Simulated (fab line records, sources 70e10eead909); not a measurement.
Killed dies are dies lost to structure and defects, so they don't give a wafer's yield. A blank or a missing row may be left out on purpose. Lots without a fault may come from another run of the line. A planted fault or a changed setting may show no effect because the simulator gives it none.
A struck lot beside a sound one | flow nand_harc | 15 steps out of a route of 1159
Sound: wafers L879.2, L879.3, L879.5. Struck: wafers L889.2, L889.3, L889.6. The cause comes at the end.
At each step with rows: each side's tool, then ch and its chambers, then its first start. Under that, the readings that differ: sound wafers | struck wafers | difference of the means | sigmas: that difference in standard deviations of wafers without a fault.
alike: readings whose means differ by less than 2 such deviations, and words and numbers that are the same on both sides. not compared: withheld readings, readings that some wafer has no value for, bounds like >300 that may hide the same value, and numbers for which the record gives no deviation and whose values overlap.
The two part at a step that has a row with sigmas, a row that says differs or no value, or rows on one side only. Numbers that don't overlap but have no deviation are shown without sigmas and don't part them. A reading that every wafer of one side lacks parts them only if that side has two wafers or more.

first, 7 steps without rows for these wafers: NHARC_A_SGD_CUT_COAT_57 (time 65 s); NHARC_A_SGD_CUT_COAT_03 (resist thk 90 nm); NHARC_A_SGD_CUT_SOFTBAKE_04 (time 55 s); NHARC_A_SGD_CUT_EBR_05; NHARC_A_SGD_CUT_EXPOSE_06 (exposes mask SGD); NHARC_A_SGD_CUT_PEB_07 (peb time 65 s); NHARC_A_SGD_CUT_DEVELOP_08 (develop time 35 s).
NHARC_A_SGD_CUT_CD_MEAS_09: target cd 100 nm.
  sound on cd_sem-01 ch 0, day 14 02:49; struck on cd_sem-01 ch 0, day 16 05:32
  alike: cd_nm
NHARC_A_SGD_CUT_OVL_MEAS_10:
  sound on overlay-02, day 14 02:54; struck on overlay-02, day 16 05:37
  alike: overlay_x_nm, overlay_y_nm
NHARC_A_SGD_CUT_INSPECT_11:
  sound on defect_inspect-01, day 14 02:56; struck on defect_inspect-01, day 16 05:39
  alike: raw_defect_count
NHARC_A_SGD_CUT_DESCUM_14: chemistry O2, time 3 s.
  sound on rie_diel-13 ch 0,2, day 14 03:00; struck on rie_diel-10 ch 0,2,3, day 16 05:43
  alike: drypump_motor_current_A, oes_product_au, rf_vpp_V, showerhead_plenum_p_Torr, throttle_valve_pct
  not compared: rf_hours_counter_h
NHARC_A_SGD_CUT_ETCH_58: etches the open film in CF4, target depth 39 nm, time 65 s.
  sound on rie_diel-13 ch 0,3, day 14 03:06; struck on rie_diel-10 ch 0,1, day 16 05:48
  alike: drypump_motor_current_A, oes_product_au, over_etch_frac, rf_fwd_power_W, rf_vpp_V, showerhead_plenum_p_Torr, throttle_valve_pct
  not compared: rf_hours_counter_h
NHARC_A_SGD_CUT_ETCH_59: etches the open film in N2/H2, target depth 260 nm, time 406.25 s.
  sound on rie_diel-13 ch 0,2,3, day 14 03:14; struck on rie_diel-10 ch 0,2,3, day 16 05:57
  reading        | sound          | struck                  | difference | sigmas
  over_etch_frac | 0.25 0.25 0.25 | 0.45655 0.45655 0.45655 | +0.20655   |
  alike: drypump_motor_current_A, oes_product_au, rf_fwd_power_W, rf_vpp_V, showerhead_plenum_p_Torr, throttle_valve_pct
  not compared: rf_hours_counter_h
NHARC_A_SGD_CUT_ETCH_15: etches the open film in CH3F/O2, target depth 75 nm, time 64.3 s.
  sound on rie_diel-13 ch 2,3; struck on rie_diel-10 ch 0,1,2
  alike: drypump_motor_current_A, oes_product_au, rf_fwd_power_W, rf_vpp_V, showerhead_plenum_p_Torr, throttle_valve_pct
  not compared: rf_hours_counter_h
-- the record jumps here: 6 days lie between the struck wafers' starts before and after (it left off in module A_SGD_CUT and takes up again in module END, whose first step shown is number 1159 of the route) --
NHARC_END_SORT_01:
  the record has rows for the struck wafers here (prober-01 ch 0, day 22 07:01) and none for the sound ones

WHERE THEY PART
Only at NHARC_END_SORT_01, within this record.

WHY: what the simulator had put in
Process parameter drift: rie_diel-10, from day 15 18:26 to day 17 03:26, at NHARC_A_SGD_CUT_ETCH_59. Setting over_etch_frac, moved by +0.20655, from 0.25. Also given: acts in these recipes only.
